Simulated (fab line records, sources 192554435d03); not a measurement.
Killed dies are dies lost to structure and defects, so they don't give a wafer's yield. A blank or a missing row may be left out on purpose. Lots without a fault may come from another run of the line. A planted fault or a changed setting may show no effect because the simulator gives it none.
Problem report in the 8D (eight disciplines) form, filled by code | flow n5_finfet | the parts of the form that need people (team, actions taken, sign-off) are left out

1. THE PROBLEM
killed_at_M4_up at N5_PASSIVATION_PROBE_49 reads a mean of 95 on 6 wafers of 2 lots; wafers without a fault read 13 with a standard deviation of 5. That is +16 standard deviations from the usual mean.
First seen on wafer L336.1, day 18 01:37, on prober-02. The record holds 6 wafers of 2 lots with a number at this step. Rule for "out", or "out of limits": more than 4 standard deviations from the usual mean. The other wafers with a number count as sound.

2. WHAT IT IS AND WHAT IT IS NOT
question                    | is                     | is not
which readings at this step | killed_at_M4_up        | killed_at_M0_to_M3, killed_at_contacts, killed_at_front_end, killed_at_other, killed_open, killed_short
which lots                  | L334, L336             | -
which wafers of those lots  | all that have a number | -
read on which tools         | prober-02              | -
when                        | from day 18 01:37      | up to then (0 sound wafers)

3. SUSPECTS, AND WHAT RULES EACH OUT
Counting: a tool at a process step up to the reading stays a suspect if it ran every lot that is out and no sound lot after the first of them.
- wet_bench-03 at N5_BEOL_M6_PRECLEAN_42 (cleans in residue remover, time 60 s): kept. It ran every lot that is out, first L336 (day 14 06:25), and no sound lot after that.
- prober-02 at N5_PASSIVATION_PROBE_49: kept. It ran every lot that is out, first L336 (day 18 01:37), and no sound lot after that. Its own readings are out on those wafers: killed_at_M4_up.
Left after counting: wet_bench-03 at N5_BEOL_M6_PRECLEAN_42, prober-02 at N5_PASSIVATION_PROBE_49.

4. THE CAUSE (what the simulator had put in)
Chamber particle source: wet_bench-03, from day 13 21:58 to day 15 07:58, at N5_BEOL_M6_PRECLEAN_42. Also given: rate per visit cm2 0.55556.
Counting left 2 suspects, and this tool is among them.

5. THE CHAIN OF EFFECTS, in route order
Each row: a reading whose mean over the struck wafers that have a number lies more than 3 standard deviations from the usual. Only readings for which the record gives a usual standard deviation are gone through. hours: the time from each lot's start at the first step in this table that gives one to its start at this step, as a median over the lots. sigmas: the change in usual standard deviations.
hours | step                    | reading              | usual  | on struck wafers | change | sigmas
0     | N5_PASSIVATION_PROBE_49 | defect_limited_yield | 91.0 % | 84.1             | -6.9   | -4.6
0     | N5_PASSIVATION_PROBE_49 | killed_at_M4_up      | 13     | 95               | +82    | +16
0     | N5_PASSIVATION_PROBE_49 | killed_dies          | 106    | 187              | +81    | +4.5
0     | N5_PASSIVATION_PROBE_49 | sort_bin_5_function  | 5.2 %  | 9.6              | +4.4   | +4.6
0     | N5_PASSIVATION_PROBE_49 | sort_n_pass          | 1074   | 993              | -81    | -4.5
0     | N5_PASSIVATION_PROBE_49 | sort_yield_pct       | 91.0 % | 84.1             | -6.9   | -4.6
The process steps in it:
- N5_PASSIVATION_PROBE_49

6. WHAT WOULD HAVE CAUGHT IT SOONER
In this record the first reading out of limits was taken at day 18 01:37, 100 hours after the fault began at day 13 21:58.
All the lots that are out (2) had begun N5_BEOL_M6_PRECLEAN_42 on wet_bench-03 by day 18 01:37. A hold on the tool at that time would have spared none of them.
